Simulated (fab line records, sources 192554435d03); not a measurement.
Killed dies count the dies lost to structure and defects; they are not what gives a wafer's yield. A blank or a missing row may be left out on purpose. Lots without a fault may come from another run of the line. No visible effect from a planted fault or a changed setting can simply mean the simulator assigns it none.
Split-lot experiment :: flow n5 finfet :: 39 wafers read from 7 lots, route of 1938 steps

ON THE SPLIT
At N5_BEOL_M9_TRENCH_ETCH_37 (etches SiCOH lowk in C4F6/O2, target depth 151.43 nm, time 49 s), the setting time s was moved away from the recipe's 49 s on 9 of the 39 wafers read, by -44.6% to +28.8%. The other wafers ran this setting at the recipe's value.

FROM THE SPLIT TO THE READING: what the file shows between them, 11 steps
- N5_BEOL_M9_ETCH_41: etches SiCN in CH3F/O2, target depth 36.6 nm, time 70.1 s
- N5_BEOL_M9_STRIP_80: strips in N2/H2, time 10 s
- N5_BEOL_M9_OCD_MEAS_38
- N5_BEOL_M9_HM_STRIP_39: strips TiN in peroxide tin strip, target depth 25 nm, time 158 s
- N5_BEOL_M9_SRD_40: time 30 s
- N5_BEOL_M9_ECD_50: material Cu, target thk 318 nm
- N5_BEOL_M9_ANNEAL_51: time 90 s
- N5_BEOL_M9_CMP_52: polishes, stops on SiCOH lowk, t overpolish 7 s, target thk 140 nm
- N5_BEOL_M9_THK_MEAS_53: measures by xrf
- N5_BEOL_M9_PRE_CLEAN_55: time 15 s
- N5_BEOL_M9_DEP_56: deposits SiCN from 3MS/NH3, target thk 15 nm, time 26.5 s

THE READING
At N5_BEOL_M9_RS_MEAS_57, a four-point-probe measurement gives M9_RS in ohm/sq. A value of 0.152 ohm/sq with a standard deviation of 0.0033 ohm/sq is what fault-free wafers of this fab line usually give.

wafer: L074.1
tool, chamber at the split: rie diel-03, 3
time s as run, s: 49
against the recipe: recipe
M9_RS, ohm/sq: 0.149
against lot-mates on the recipe: -

wafer: L074.2
tool, chamber at the split: rie diel-03, 0
time s as run, s: 49
against the recipe: recipe
M9_RS, ohm/sq: 0.150
against lot-mates on the recipe: -

wafer: L074.3
tool, chamber at the split: rie diel-03, 2
time s as run, s: 49
against the recipe: recipe
M9_RS, ohm/sq: 0.145
against lot-mates on the recipe: -

wafer: L074.4
tool, chamber at the split: rie diel-03, 1
time s as run, s: 49
against the recipe: recipe
M9_RS, ohm/sq: 0.149
against lot-mates on the recipe: -

wafer: L074.5
tool, chamber at the split: rie diel-03, 3
time s as run, s: 49
against the recipe: recipe
M9_RS, ohm/sq: 0.150
against lot-mates on the recipe: -

wafer: L074.6
tool, chamber at the split: rie diel-03, 2
time s as run, s: 49
against the recipe: recipe
M9_RS, ohm/sq: 0.148
against lot-mates on the recipe: -

wafer: L075.1
tool, chamber at the split: rie diel-03, 3
time s as run, s: 49
against the recipe: recipe
M9_RS, ohm/sq: 0.155
against lot-mates on the recipe: -

wafer: L075.2
tool, chamber at the split: rie diel-03, 1
time s as run, s: 49
against the recipe: recipe
M9_RS, ohm/sq: 0.151
against lot-mates on the recipe: -

wafer: L075.3
tool, chamber at the split: rie diel-03, 2
time s as run, s: 27.15
against the recipe: -44.6%
M9_RS, ohm/sq: 0.321
against lot-mates on the recipe: +0.168

wafer: L075.4
tool, chamber at the split: rie diel-03, 0
time s as run, s: 27.15
against the recipe: -44.6%
M9_RS, ohm/sq: 0.318
against lot-mates on the recipe: +0.165

wafer: L075.5
tool, chamber at the split: rie diel-03, 3
time s as run, s: 49
against the recipe: recipe
M9_RS, ohm/sq: 0.153
against lot-mates on the recipe: -

wafer: L075.6
tool, chamber at the split: rie diel-03, 0
time s as run, s: 27.15
against the recipe: -44.6%
M9_RS, ohm/sq: 0.329
against lot-mates on the recipe: +0.176

wafer: L077.1
tool, chamber at the split: rie diel-05, 1
time s as run, s: 49
against the recipe: recipe
M9_RS, ohm/sq: 0.158
against lot-mates on the recipe: -

wafer: L077.2
tool, chamber at the split: rie diel-05, 2
time s as run, s: 49
against the recipe: recipe
M9_RS, ohm/sq: 0.150
against lot-mates on the recipe: -

wafer: L077.6
tool, chamber at the split: rie diel-05, 1
time s as run, s: 49
against the recipe: recipe
M9_RS, ohm/sq: 0.157
against lot-mates on the recipe: -

wafer: L079.1
tool, chamber at the split: rie diel-05, 0
time s as run, s: 49
against the recipe: recipe
M9_RS, ohm/sq: 0.155
against lot-mates on the recipe: -

wafer: L079.2
tool, chamber at the split: rie diel-05, 3
time s as run, s: 49
against the recipe: recipe
M9_RS, ohm/sq: 0.151
against lot-mates on the recipe: -

wafer: L079.3
tool, chamber at the split: rie diel-05, 1
time s as run, s: 49
against the recipe: recipe
M9_RS, ohm/sq: 0.157
against lot-mates on the recipe: -

wafer: L079.4
tool, chamber at the split: rie diel-05, 2
time s as run, s: 49
against the recipe: recipe
M9_RS, ohm/sq: 0.154
against lot-mates on the recipe: -

wafer: L079.5
tool, chamber at the split: rie diel-05, 0
time s as run, s: 49
against the recipe: recipe
M9_RS, ohm/sq: 0.151
against lot-mates on the recipe: -

wafer: L079.6
tool, chamber at the split: rie diel-05, 1
time s as run, s: 49
against the recipe: recipe
M9_RS, ohm/sq: 0.157
against lot-mates on the recipe: -

wafer: L088.1
tool, chamber at the split: rie diel-05, 3
time s as run, s: 34.92
against the recipe: -28.7%
M9_RS, ohm/sq: 0.233
against lot-mates on the recipe: +0.080

wafer: L088.2
tool, chamber at the split: rie diel-05, 0
time s as run, s: 49
against the recipe: recipe
M9_RS, ohm/sq: 0.144
against lot-mates on the recipe: -

wafer: L088.3
tool, chamber at the split: rie diel-05, 1
time s as run, s: 49
against the recipe: recipe
M9_RS, ohm/sq: 0.157
against lot-mates on the recipe: -

wafer: L088.4
tool, chamber at the split: rie diel-05, 1
time s as run, s: 49
against the recipe: recipe
M9_RS, ohm/sq: 0.157
against lot-mates on the recipe: -

wafer: L088.5
tool, chamber at the split: rie diel-05, 0
time s as run, s: 34.92
against the recipe: -28.7%
M9_RS, ohm/sq: 0.223
against lot-mates on the recipe: +0.070

wafer: L088.6
tool, chamber at the split: rie diel-05, 3
time s as run, s: 34.92
against the recipe: -28.7%
M9_RS, ohm/sq: 0.232
against lot-mates on the recipe: +0.079

wafer: L093.1
tool, chamber at the split: rie diel-03, 3
time s as run, s: 49
against the recipe: recipe
M9_RS, ohm/sq: 0.157
against lot-mates on the recipe: -

wafer: L093.2
tool, chamber at the split: rie diel-03, 0
time s as run, s: 49
against the recipe: recipe
M9_RS, ohm/sq: 0.155
against lot-mates on the recipe: -

wafer: L093.3
tool, chamber at the split: rie diel-03, 2
time s as run, s: 49
against the recipe: recipe
M9_RS, ohm/sq: 0.152
against lot-mates on the recipe: -

wafer: L093.4
tool, chamber at the split: rie diel-03, 1
time s as run, s: 49
against the recipe: recipe
M9_RS, ohm/sq: 0.155
against lot-mates on the recipe: -

wafer: L093.5
tool, chamber at the split: rie diel-03, 2
time s as run, s: 49
against the recipe: recipe
M9_RS, ohm/sq: 0.152
against lot-mates on the recipe: -

wafer: L093.6
tool, chamber at the split: rie diel-03, 1
time s as run, s: 49
against the recipe: recipe
M9_RS, ohm/sq: 0.155
against lot-mates on the recipe: -

wafer: L097.1
tool, chamber at the split: rie diel-02, 1
time s as run, s: 49
against the recipe: recipe
M9_RS, ohm/sq: 0.148
against lot-mates on the recipe: -

wafer: L097.2
tool, chamber at the split: rie diel-02, 3
time s as run, s: 63.1
against the recipe: +28.8%
M9_RS, ohm/sq: 0.114
against lot-mates on the recipe: -0.037

wafer: L097.3
tool, chamber at the split: rie diel-02, 2
time s as run, s: 63.1
against the recipe: +28.8%
M9_RS, ohm/sq: 0.111
against lot-mates on the recipe: -0.040

wafer: L097.4
tool, chamber at the split: rie diel-02, 0
time s as run, s: 49
against the recipe: recipe
M9_RS, ohm/sq: 0.151
against lot-mates on the recipe: -

wafer: L097.5
tool, chamber at the split: rie diel-02, 0
time s as run, s: 63.1
against the recipe: +28.8%
M9_RS, ohm/sq: 0.112
against lot-mates on the recipe: -0.039

wafer: L097.6
tool, chamber at the split: rie diel-02, 3
time s as run, s: 49
against the recipe: recipe
M9_RS, ohm/sq: 0.153
against lot-mates on the recipe: -

FIT RESULTS
A straight line over all 39 wafers: M9_RS changes by -0.00294 ohm/sq for each +1% of time s; r = -0.95; the points scatter about the line by 0.016 ohm/sq.
The same after taking each lot's own level away (the mean of its wafers on the recipe; 39 wafers): -0.00291 ohm/sq for each +1%; r = -0.95; scatter 0.016 ohm/sq.
On that fit, the largest move of time s shifts the reading by 0.13 ohm/sq.
Across the lots, their own levels run from 0.1485 to 0.1550 ohm/sq, a range of 2.0 times the standard deviation given above.
The two slopes are in agreement: the lot-to-lot level therefore moves the slope only a little.
Check: +0.128 ohm/sq against its lot-mates is what the line predicts for one of the wafers moved furthest among these (-44.6%) when that wafer is left out of the fit. Against them it came out at +0.168 ohm/sq.

THE WHOLE CHAIN: every reading that the file lists as answering this split, in the file's order
step: N5_BEOL_M9_TRENCH_ETCH_37
what it does: etches SiCOH lowk in C4F6/O2, target depth 151.43 nm, time 49 s
reading: BEOL_M9.feature depth nm (the simulator's own value, which no gauge read)
change (the file's fit): +1.49 nm for each +1% of the setting
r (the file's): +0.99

step: N5_BEOL_M9_TRENCH_ETCH_37
what it does: etches SiCOH lowk in C4F6/O2, target depth 151.43 nm, time 49 s
reading: etch.depth nm (the simulator's own value, which no gauge read)
change (the file's fit): +1.49 nm for each +1% of the setting
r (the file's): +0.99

step: N5_BEOL_M9_TRENCH_ETCH_37
what it does: etches SiCOH lowk in C4F6/O2, target depth 151.43 nm, time 49 s
reading: TiN_of_BEOL_M9_HM_DEP_02.thk nm (the simulator's own value, which no gauge read)
change (the file's fit): -0.0394 nm for each +1% of the setting
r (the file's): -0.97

step: N5_BEOL_M9_OCD_MEAS_38
what it does: 
reading: trench depth nm
change (the file's fit): +1.49 nm for each +1% of the setting
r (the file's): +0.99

step: N5_BEOL_M9_CMP_52
what it does: polishes, stops on SiCOH lowk, t overpolish 7 s, target thk 140 nm
reading: Cu_of_BEOL_M9_ECD_50.thk nm (the simulator's own value, which no gauge read)
change (the file's fit): +1.49 nm for each +1% of the setting
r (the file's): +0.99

step: N5_BEOL_M9_THK_MEAS_53
what it does: measures by xrf
reading: M9_THK
change (the file's fit): +1.53 for each +1% of the setting
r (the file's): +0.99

step: N5_BEOL_M9_RS_MEAS_57
what it does: measures by four-point-probe
reading: M9_RS
change (the file's fit): -0.00299 for each +1% of the setting
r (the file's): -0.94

THE FILE'S OWN FIT
M9_RS changes by -0.00299 ohm/sq for each +1% of time s, r = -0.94.
